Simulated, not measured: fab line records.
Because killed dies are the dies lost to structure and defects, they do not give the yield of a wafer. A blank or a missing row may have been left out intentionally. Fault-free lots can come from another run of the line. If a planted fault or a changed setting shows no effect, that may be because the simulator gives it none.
fab line records -- flow nandHarc -- part 2 of 2: steps 26 to 37 of 37
record lots=5, wafers=15, lastDay=32
route steps=1302 shown P_ZERO_WELL@15
lots untouched by any fault: they come from a run of this same line in which no faults occurred
startH: hours from the record's first day to the start of the lot's first wafer shown -- waitH: how many hours have passed since the lot's step before this one -- " identical to the entry in the row above -- L1.1+2: one row covering several wafers at once -- - no value, or no start given -- * or withheld: withheld -- < > ~ a bound
route shown NAME@n: names a module that has steps shown in the file, with the first one's number in the route -- usual: the fault-free wafers' mean and standard deviation -- same: alike in all rows -- chamber/n: place in a boat -- sites: the reading at each site -- _std_site: the standard deviation of these -- _edge_site: the outer-site mean with the inner-site mean subtracted -- radiusMm: for every site, how far away it sits from the centre of the wafer -- mask NAME#n: copy n -- behind: the most recent tool/chamber to have shaped the wafer -- hold: cause of the lot's hold/its duration in hours/its outcome -- device: the n, p or np transistor that did not switch -- end of line: the tests these same wafers got at the end of their route -- where a step has no rows: the recipe by itself -- killed: dies lost to structure and defects at the first sort, not the wafer's yield -- map: shows each die of a wafer: x if killed, . if not, _ if none is there
set.NAME: the setting that was run; set.NAME@STEP: the one run at that earlier step -- model.NAME: the simulator's own value behind a step, which no gauge read
lots at selected steps of the route; one table per step, one row per wafer
services: a tool's chamber out of use, with start hour (startH, from the record's first day; less than 0 if before it), hours out, and reason
## steps
# step NHARC_P_ZERO_WELL_EBR_33
# usual resistLineTempC=23.01/0.1
lot.wafer,tool,chamber,startH,waitH,resistLineTempC
L077.1,lithoTrack-03,0,-,-,22.90
L077.3,lithoTrack-03,0,-,-,22.93
L077.6,lithoTrack-03,0,-,-,23.06
L079.1,lithoTrack-07,0,-,-,23.09
L079.3,lithoTrack-07,0,-,-,23.08
L079.6,lithoTrack-07,0,-,-,23.18
L080.3,lithoTrack-03,0,-,-,23.13
L080.4,lithoTrack-03,0,-,-,22.93
L080.5,lithoTrack-03,0,-,-,23.14
L090.1,lithoTrack-07,0,-,-,23.10
L090.3,lithoTrack-07,0,-,-,23.06
L090.6,lithoTrack-07,0,-,-,23.03
L094.4,lithoTrack-03,0,-,-,22.86
L094.5,lithoTrack-03,0,-,-,22.72
L094.6,lithoTrack-03,0,-,-,22.79
# step NHARC_P_ZERO_WELL_EXPOSE_34
# recipe na=0.6, targetCdNm=720, doseMj=22.31, maskId=P_PWELL
lot.wafer,tool,chamber,startH,waitH,mask
L077.1+3+6,krfScanner-02,0,54.52,-,P_PWELL#0
L079.1+3+6,krfScanner-02,0,73.89,-,P_PWELL#0
L080.3+4+5,krfScanner-04,0,84.02,-,P_PWELL#0
L090.1+3+6,krfScanner-02,0,183.97,-,P_PWELL#0
L094.4+5+6,krfScanner-04,0,224.08,-,P_PWELL#0
# step NHARC_P_ZERO_WELL_PEB_35
# recipe pebTempC=118, pebTimeS=85
# usual resistLineTempC=23.00/0.092
lot.wafer,tool,chamber,startH,waitH,resistLineTempC
L077.1,lithoTrack-07,0,54.59,0.1,22.95
L077.3,lithoTrack-07,0,54.59,0.1,23.15
L077.6,lithoTrack-07,0,54.59,0.1,23.09
L079.1,lithoTrack-03,0,73.96,0.1,23.08
L079.3,lithoTrack-03,0,73.96,0.1,22.87
L079.6,lithoTrack-03,0,73.96,0.1,22.97
L080.3,lithoTrack-03,0,84.08,0.1,23.12
L080.4,lithoTrack-03,0,84.08,0.1,23.09
L080.5,lithoTrack-03,0,84.08,0.1,23.02
L090.1,lithoTrack-02,0,184.04,0.1,22.99
L090.3,lithoTrack-02,0,184.04,0.1,22.87
L090.6,lithoTrack-02,0,184.04,0.1,22.95
L094.4,lithoTrack-02,0,224.14,0.1,23.06
L094.5,lithoTrack-02,0,224.14,0.1,23.07
L094.6,lithoTrack-02,0,224.14,0.1,22.86
# step NHARC_P_ZERO_WELL_DEVELOP_36
# recipe timeS=70
# usual resistLineTempC=23.00/0.1
lot.wafer,tool,chamber,startH,waitH,resistLineTempC
L077.1,lithoTrack-07,0,-,-,22.80
L077.3,lithoTrack-07,0,-,-,22.81
L077.6,lithoTrack-07,0,-,-,22.93
L079.1,lithoTrack-03,0,-,-,23.02
L079.3,lithoTrack-03,0,-,-,22.91
L079.6,lithoTrack-03,0,-,-,22.97
L080.3,lithoTrack-03,0,-,-,23.05
L080.4,lithoTrack-03,0,-,-,23.05
L080.5,lithoTrack-03,0,-,-,23.03
L090.1,lithoTrack-02,0,-,-,22.88
L090.3,lithoTrack-02,0,-,-,23.03
L090.6,lithoTrack-02,0,-,-,23.00
L094.4,lithoTrack-02,0,-,-,22.87
L094.5,lithoTrack-02,0,-,-,22.95
L094.6,lithoTrack-02,0,-,-,23.05
# step NHARC_P_ZERO_WELL_CD_MEAS_37
# recipe targetCdNm=720, landingEnergyEv=500
# usual cdNm=720.3/2.4
lot.wafer,tool,chamber,startH,waitH,cdNm
L077.1,cdSem-01,0,54.68,-,722.6
L077.3,cdSem-01,0,54.68,-,721.2
L077.6,cdSem-01,0,54.68,-,720.5
L079.1,cdSem-03,0,74.05,-,717.2
L079.3,cdSem-03,0,74.05,-,722.9
L079.6,cdSem-03,0,74.05,-,717.3
L080.3,cdSem-03,0,84.17,-,715.7
L080.4,cdSem-03,0,84.17,-,716.9
L080.5,cdSem-03,0,84.17,-,716.4
L090.1,cdSem-03,0,184.13,-,720.0
L090.3,cdSem-03,0,184.13,-,721.9
L090.6,cdSem-03,0,184.13,-,718.9
L094.4,cdSem-02,0,224.23,-,722.1
L094.5,cdSem-02,0,224.23,-,718.5
L094.6,cdSem-02,0,224.23,-,717.2
# step NHARC_P_ZERO_WELL_HARDBAKE_38
# recipe tempC=125, timeS=80
# usual resistLineTempC=22.99/0.1
lot.wafer,tool,chamber,startH,waitH,resistLineTempC
L077.1,lithoTrack-07,0,54.76,-,23.13
L077.3,lithoTrack-07,0,54.76,-,23.11
L077.6,lithoTrack-07,0,54.76,-,23.16
L079.1,lithoTrack-07,0,74.13,-,22.97
L079.3,lithoTrack-07,0,74.13,-,22.87
L079.6,lithoTrack-07,0,74.13,-,22.88
L080.3,lithoTrack-02,0,84.25,-,23.00
L080.4,lithoTrack-02,0,84.25,-,22.93
L080.5,lithoTrack-02,0,84.25,-,22.83
L090.1,lithoTrack-03,0,184.21,-,23.02
L090.3,lithoTrack-03,0,184.21,-,23.02
L090.6,lithoTrack-03,0,184.21,-,22.92
L094.4,lithoTrack-07,0,224.32,-,22.84
L094.5,lithoTrack-07,0,224.32,-,23.04
L094.6,lithoTrack-07,0,224.32,-,22.94
# step NHARC_P_ZERO_WELL_DESCUM_39
# recipe timeS=3, o2FlowSccm=200, arFlowSccm=0, biasPowerW=0, chemistry=O2
# usual drypumpMotorCurrentA=5.8/0.46, oesProductAu=1.000/0.014, rfVppV=57.6/0.98, showerheadPlenumPTorr=1.88/0.086, throttleValvePct=11.311/0.0091
lot.wafer,tool,chamber,startH,waitH,drypumpMotorCurrentA,oesProductAu,rfHoursCounterH,rfVppV,showerheadPlenumPTorr,throttleValvePct
L077.3,rieDiel-10,1,54.90,-,5.5,0.988,50,58.2,1.77,11.320
L077.1,rieDiel-10,0,54.90,-,5.0,1.005,51,58.3,1.78,11.312
L077.6,rieDiel-10,1,54.90,-,5.5,0.989,-,56.8,1.77,11.315
L079.3,rieDiel-06,1,74.21,-,5.6,1.007,39,58.0,1.84,11.326
L079.1,rieDiel-06,3,74.21,-,6.2,0.992,43,57.1,1.89,11.310
L079.6,rieDiel-06,1,74.21,-,5.6,0.998,-,56.6,1.84,11.302
L080.3,rieDiel-06,1,84.32,-,5.5,0.995,41,57.6,1.84,11.307
L080.4,rieDiel-06,2,84.32,-,6.3,0.978,48,56.1,1.78,11.314
L080.5,rieDiel-06,1,84.32,-,5.5,0.990,-,56.2,1.84,11.302
L090.1,rieDiel-06,2,184.41,-,6.4,0.989,14,56.7,1.77,11.316
L090.3,rieDiel-06,2,184.41,-,6.4,1.007,-,57.6,1.77,11.317
L090.6,rieDiel-06,1,184.41,-,5.5,1.020,-,58.4,1.84,11.298
L094.4,rieDiel-06,2,224.41,-,6.3,0.998,28,56.5,1.77,11.323
L094.6,rieDiel-06,1,224.41,-,5.5,1.001,-,55.4,1.83,11.309
L094.5,rieDiel-06,2,224.41,-,6.3,0.988,-,57.9,1.77,11.311
# step NHARC_P_ZERO_WELL_IMPLANT_40
# recipe energyKev=300, doseCm2=1e+13, tiltDeg=7
lot.wafer,tool,chamber,startH,waitH
L077.1+3+6,implanter-01,0,55.05,0.1
L079.1+3+6,implanter-01,0,74.36,0.1
L080.3+4+5,implanter-01,0,84.53,0.2
L090.1+3+6,implanter-01,0,184.63,0.2
L094.4+5+6,implanter-02,0,224.63,0.2
# step NHARC_P_ZERO_WELL_IMPLANT_59
# recipe energyKev=120, doseCm2=5e+12, tiltDeg=7
lot.wafer,tool,chamber,startH,waitH
L077.1+3+6,implanter-01,0,55.23,0.1
L079.1+3+6,implanter-01,0,74.54,0.2
L080.3+4+5,implanter-01,0,84.71,0.2
L090.1+3+6,implanter-01,0,184.81,0.1
L094.4+5+6,implanter-02,0,224.81,0.2
# step NHARC_P_ZERO_WELL_IMPLANT_60
# recipe energyKev=30, doseCm2=2e+12, tiltDeg=7
lot.wafer,tool,chamber,startH,waitH
L077.1+3+6,implanter-01,0,55.41,0.2
L079.1+3+6,implanter-01,0,74.72,0.1
L080.3+4+5,implanter-01,0,84.89,0.2
L090.1+3+6,implanter-01,0,184.99,0.1
L094.4+5+6,implanter-02,0,224.99,0.1
# step NHARC_P_ZERO_WELL_STRIP_41
# recipe timeS=840, tempC=130, chemistry=SPM
lot.wafer,tool,chamber,startH,waitH
L077.1+6+3,wetBench-02,"5,0,1",55.62,0.2
L079.3+1+6,wetBench-09,"2,3,4",74.93,0.1
L080.5+3+4,wetBench-02,"1,3,6",85.05,0.1
L090.6+3+1,wetBench-09,"1,2,3",185.22,0.0
L094.4+6+5,wetBench-02,"1,2,5",225.13,0.1
# step NHARC_P_ZERO_WELL_DEHYDRATE_44
# recipe tempC=150, timeS=120
# usual resistLineTempC=23.01/0.11
lot.wafer,tool,chamber,startH,waitH,resistLineTempC
L077.1,lithoTrack-07,0,55.95,-,23.07
L077.3,lithoTrack-07,0,55.95,-,23.08
L077.6,lithoTrack-07,0,55.95,-,23.13
L079.1,lithoTrack-07,0,75.31,-,22.88
L079.3,lithoTrack-07,0,75.31,-,22.85
L079.6,lithoTrack-07,0,75.31,-,22.93
L080.3,lithoTrack-02,0,85.38,-,23.29
L080.4,lithoTrack-02,0,85.38,-,23.13
L080.5,lithoTrack-02,0,85.38,-,23.15
L090.1,lithoTrack-03,0,185.53,-,22.85
L090.3,lithoTrack-03,0,185.53,-,22.89
L090.6,lithoTrack-03,0,185.53,-,23.14
L094.4,lithoTrack-03,0,225.50,-,22.89
L094.5,lithoTrack-03,0,225.50,-,23.02
L094.6,lithoTrack-03,0,225.50,-,22.86
## services
tool,chamber,startH,hours,kind
krfScanner-02,-,29.63,0.5,repair
rieDiel-06,1,48.32,8.0,repair
lithoTrack-02,-,52.00,7.0,pm
rieDiel-06,1,62.12,8.1,repair
rieDiel-10,-,65.50,9.0,pm
wetBench-02,-,68.00,8.0,pm
lithoTrack-07,-,76.00,7.0,pm
rieDiel-06,-,77.37,0.6,repair
rieDiel-10,2,78.86,1.7,repair
krfScanner-02,-,94.00,4.0,pm
lithoTrack-03,-,100.00,7.0,pm
rieDiel-10,3,101.03,5.2,repair
wetBench-01,-,101.60,8.0,pm
rieDiel-06,-,130.37,9.0,pm
rieDiel-08,1,142.52,4.5,repair
implanter-02,-,146.00,13.0,pm
rieDiel-08,3,149.49,13.8,repair
wetBench-01,-,152.57,10.2,repair
krfScanner-02,-,152.79,3.1,repair
wetBench-09,-,176.80,8.0,pm
implanter-01,-,178.28,2.5,repair
rieDiel-06,3,181.43,9.7,repair
rieDiel-06,0,182.83,2.9,repair
implanter-02,-,188.91,1.5,repair
